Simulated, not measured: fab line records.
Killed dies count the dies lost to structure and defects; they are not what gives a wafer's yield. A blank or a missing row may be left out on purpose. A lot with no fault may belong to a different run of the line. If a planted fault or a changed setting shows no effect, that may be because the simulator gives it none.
A lot that was struck, set against a sound lot | flow n5Finfet | 16 steps out of a route of 1938
Sound: wafers L588.2, L588.6. Struck: wafers L592.2, L592.5, L592.6. The cause comes at the end.
Per side, at each step with rows, come the tool, then ch with its chambers, and then its first start. Under that, the readings that differ: sound wafers | struck wafers | difference of the means | sigmas: that difference in standard deviations of wafers without a fault.
alike: readings whose means differ by less than 2 such deviations, and words and numbers that are the same on both sides. not compared: withheld readings, readings that some wafer has no value for, bounds like >300 that may hide the same value, and numbers for which the record gives no deviation and whose values overlap.
A row with sigmas, a row that says differs or no value, or rows on one side alone: a step with any of these is where the two part. When numbers do not overlap yet have no deviation, they are printed without sigmas and do not part them. A reading that every wafer of one side lacks parts them only if that side has two wafers or more.

first, 4 steps without rows for these wafers: N5_BEOL_M3_SOFTBAKE_23 (time 60 s); N5_BEOL_M3_EXPOSE_25 (exposes mask V2, defocus 5 nm); N5_BEOL_M3_PEB_26 (peb time 60 s); N5_BEOL_M3_DEVELOP_27 (develop time 30 s).
N5_BEOL_M3_CD_MEAS_28: target cd 25.7 nm, target cd y 23.3 nm.
  sound on cdSem-01 ch 0, day 8 08:35; struck on cdSem-02 ch 0, day 9 07:13
  alike: cdNm
N5_BEOL_M3_OVL_MEAS_29:
  sound on overlay-02 ch 0, day 8 08:37; struck on overlay-02 ch 0, day 9 07:16
  alike: V2_OVL
N5_BEOL_M3_INSPECT_30: inspects for defects (brightfield).
  sound: defectInspect-01 at day 8 08:40; struck: defectInspect-01 at day 9 07:19
  alike: rawDefectCount
N5_BEOL_M3_DESCUM_33: chemistry O2, time 7 s.
  sound on rieDiel-06 ch 0,3, day 8 08:43; struck on rieDiel-02 ch 2,3, day 9 07:26
  alike: drypumpMotorCurrentA, oesProductAu, rfVppV, showerheadPlenumPTorr, tempC, throttleValvePct
  not compared: rfHoursCounterH
N5_BEOL_M3_ETCH_77: etches underlayer in N2/H2, target depth 6.5 nm, time 5.2 s.
  sound on rieDiel-06 ch 0,3, day 8 08:44; struck on rieDiel-02 ch 2,3, day 9 07:28
  alike: biasW, drypumpMotorCurrentA, etchRfOnTimeS, oesProductAu, rfFwdPowerW, rfVppV, showerheadPlenumPTorr, throttleValvePct
  not compared: rfHoursCounterH
N5_BEOL_M3_ETCH_69: etches SiARC in CF4, target depth 15.6 nm, time 26 s.
  sound on rieDiel-06 ch 0,3, day 8 08:46; struck on rieDiel-02 ch 2,3, day 9 07:29
  alike: biasW, drypumpMotorCurrentA, etchRfOnTimeS, mfcArSccm, oesProductAu, rfFwdPowerW, rfVppV, showerheadPlenumPTorr, throttleValvePct
  not compared: rfHoursCounterH
N5_BEOL_M3_ALD_98: deposits SiO2, target thk 2.5 nm, pulse time 1 s, co reactant pulse time 1 s.
  sound on aldSin-02 ch 2,3, day 8 08:50; struck on aldSin-04 ch 0,1, day 9 07:34
reading          | sound | struck   | difference | sigmas
heaterPowerW (W) | 93 83 | 70 71 67 | -19        | -3
  alike: precursorPulseHeightRel
N5_BEOL_M3_ETCHBACK_99: etches SiO2 in CHF3, target depth 5 nm, time 10.4 s.
  sound on rieDiel-06 ch 1,3, day 8 16:27; struck on rieDiel-02 ch 0,1, day 9 15:37
reading                      | sound     | struck         | difference | sigmas
showerheadPlenumPTorr (Torr) | 2.00 2.02 | 2.24 2.30 2.24 | +0.25      | +3
  alike: biasW, drypumpMotorCurrentA, mfcArSccm, oesProductAu, rfVppV, throttleValvePct
  not compared: rfHoursCounterH
N5_BEOL_M3_ETCH_70: etches SOC in N2/H2, target depth 80 nm, overetch 16 nm, time 120 s.
  sound on rieDiel-06 ch 1,3, day 8 16:29; struck on rieDiel-02 ch 0,1, day 9 15:39
reading                                   | sound       | struck            | difference | sigmas
biasW (W)                                 | 150.4 151.0 | 149.3 150.2 149.6 | -1.0       | -2
rfFwdPowerW (W)                           | 834.3 835.1 | 636.7 638.3 634.1 | -198.3     | -71
rfVppV (V)                                | 518 519     | 576 578 577       | +58        | +18
showerheadPlenumPTorr (Torr)              | 2.36 2.42   | 2.64 2.69 2.64    | +0.27      | +2
model.SiARC_of_BEOL_M3_COAT_68.thkNm (nm) | 6.2 6.6     | 7.4 7.4 7.4       | +1.0       | 
  alike: drypumpMotorCurrentA, oesProductAu, tempC, throttleValvePct
  not compared: rfHoursCounterH
then, 1 step without rows for these wafers: N5_BEOL_M3_STRIP_71 (strips in N2/H2).
N5_BEOL_M4_RC_MEAS_101:
  sound on prober-02 ch 0, day 9 19:23; struck on prober-02 ch 0, day 11 02:23
  alike: DIBL_N, DIBL_P, IOFF_N, IOFF_P, ION_N, ION_P, SS_N, SS_P, VT_N, VT_P
-- a jump in the record: the struck wafers' starts before and after are 4 days apart (it breaks off in module BEOL_M4 and resumes in module PASSIVATION, where the first step shown is number 1936 of the route) --
N5_PASSIVATION_PROBE_49:
  only the struck wafers here have rows in the record (prober-01, day 15 11:19); the sound ones have none

== WHERE THEY PART ==
Last at N5_PASSIVATION_PROBE_49 as far as this record goes, first at N5_BEOL_M3_ALD_98.

WHY: the cause the simulator had injected
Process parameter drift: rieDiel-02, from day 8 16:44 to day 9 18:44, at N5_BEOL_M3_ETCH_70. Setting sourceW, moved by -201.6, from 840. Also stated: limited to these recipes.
